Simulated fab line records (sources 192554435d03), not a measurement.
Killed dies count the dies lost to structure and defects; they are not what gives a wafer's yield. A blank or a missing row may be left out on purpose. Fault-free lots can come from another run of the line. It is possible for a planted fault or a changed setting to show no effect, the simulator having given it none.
The tool behind it: which one? | flow n5_finfet | 27 wafers from 9 lots sampled at 5 of the route's 1938 steps

## WHAT EACH GAUGE READ, for each wafer
N5_BEOL_M4_RC_MEAS_101.
lot  | measured     | on        | ION_N (uA/um)
L321 | day 7 20:11  | prober-02 | 664 688 660
L324 | day 8 15:07  | prober-01 | 671 657 656
L326 | day 9 03:50  | prober-01 | 670 691 678
L330 | day 10 00:44 | prober-01 | 674 681 675
L338 | day 12 08:25 | prober-01 | 696 697 703
L341 | day 13 00:23 | prober-01 | 674 677 669
L342 | day 13 03:38 | prober-02 | 681 674 667
L343 | day 13 16:01 | prober-02 | 660 670 665
L344 | day 13 15:23 | prober-02 | 675 674 678

## TOOL THAT RAN EACH LOT (tool first, then ch and the chambers of the sampled wafers, then the start)
lot  | N5_GATE_CUT_CUT_ETCH_54           | N5_GATE_CUT_VAPOR_ETCH_48         | N5_GATE_CUT_VAPOR_ETCH_49         | N5_GATE_CUT_ALD_22
L321 | rie_metal-01 ch 0,1, day 4 12:10  | rie_metal-01 ch 0,1, day 4 12:17  | rie_metal-01 ch 0,1, day 4 12:19  | ald_sin-03 ch 0,2,3, day 4 12:34
L324 | rie_metal-03 ch 0,1, day 5 05:18  | rie_metal-03 ch 0,1, day 5 05:25  | rie_metal-03 ch 0,1, day 5 05:27  | ald_sin-04 ch 1,2, day 5 05:44
L326 | rie_metal-02 ch 0,1, day 5 18:57  | rie_metal-02 ch 0,1, day 5 19:04  | rie_metal-02 ch 0,1, day 5 19:05  | ald_sin-03 ch 0,1,3, day 5 19:19
L330 | rie_metal-03 ch 0, day 6 17:35    | rie_metal-03 ch 0, day 6 17:49    | rie_metal-03 ch 0, day 6 17:53    | ald_sin-04 ch 0,1,2, day 6 18:10
L338 | rie_metal-03 ch 0,1, day 8 20:58  | rie_metal-03 ch 0,1, day 8 21:05  | rie_metal-03 ch 0,1, day 8 21:07  | ald_sin-03 ch 0,1, day 9 00:57
L341 | rie_metal-01 ch 0,1, day 9 11:40  | rie_metal-01 ch 0,1, day 9 11:47  | rie_metal-01 ch 0,1, day 9 11:49  | ald_sin-02 ch 0,1,2, day 9 12:19
L342 | rie_metal-02 ch 0,1, day 9 21:22  | rie_metal-02 ch 0,1, day 9 21:29  | rie_metal-02 ch 0,1, day 9 21:31  | ald_sin-02 ch 0,1, day 9 21:46
L343 | rie_metal-01 ch 0,1, day 10 04:05 | rie_metal-01 ch 0,1, day 10 04:12 | rie_metal-01 ch 0,1, day 10 04:14 | ald_sin-02 ch 2,3, day 10 04:28
L344 | rie_metal-01 ch 0,1, day 10 08:05 | rie_metal-01 ch 0,1, day 10 08:12 | rie_metal-01 ch 0,1, day 10 08:14 | ald_sin-03 ch 0,1,2, day 10 08:27
- N5_GATE_CUT_CUT_ETCH_54: etches TiN in Cl2/BCl3, target depth 96.7 nm.
- N5_GATE_CUT_VAPOR_ETCH_48: etches TiN in BCl3/Cl2.
- N5_GATE_CUT_VAPOR_ETCH_49: etches TiAlC in BCl3/Cl2.
- N5_GATE_CUT_ALD_22: deposits SiNx, target thk 16 nm, pulse time 1 s, ald cycles 320.

## THE ANSWER, worked out from the rows above alone
Rule: usual is defined by the lots themselves. Put in order of their means at a reading, lots are off if they are a third of the lots or fewer, leave a main group of 4 or more, and stand apart from it by a gap of 3 or more times the standard deviation of the main group's means; of several such gaps the widest counts. Not used: any main group whose means are identical at the precision the tables above print for the reading. Also off: a lot with no number at a reading for which 4 or more lots have one. The other lots that the step has rows for count as sound.
Off: L338, seen at N5_BEOL_M4_RC_MEAS_101 (ION_N). The main group: mean 672 uA/um, standard deviation 5.7.
A tool fits if, at a process step before that reading, it ran every lot that is off, and no sound lot after the first of them. The gauges at N5_BEOL_M4_RC_MEAS_101 are tried like those tools. One candidate fits, namely rie_metal-03 at N5_GATE_CUT_CUT_ETCH_54 and N5_GATE_CUT_VAPOR_ETCH_48 and N5_GATE_CUT_VAPOR_ETCH_49. At N5_GATE_CUT_CUT_ETCH_54 its last sound lot is L330 (day 6 17:35), its first lot that is off L338 (day 8 20:58): a fault that began between those two fits.

## WHAT THE SIMULATOR PUT IN
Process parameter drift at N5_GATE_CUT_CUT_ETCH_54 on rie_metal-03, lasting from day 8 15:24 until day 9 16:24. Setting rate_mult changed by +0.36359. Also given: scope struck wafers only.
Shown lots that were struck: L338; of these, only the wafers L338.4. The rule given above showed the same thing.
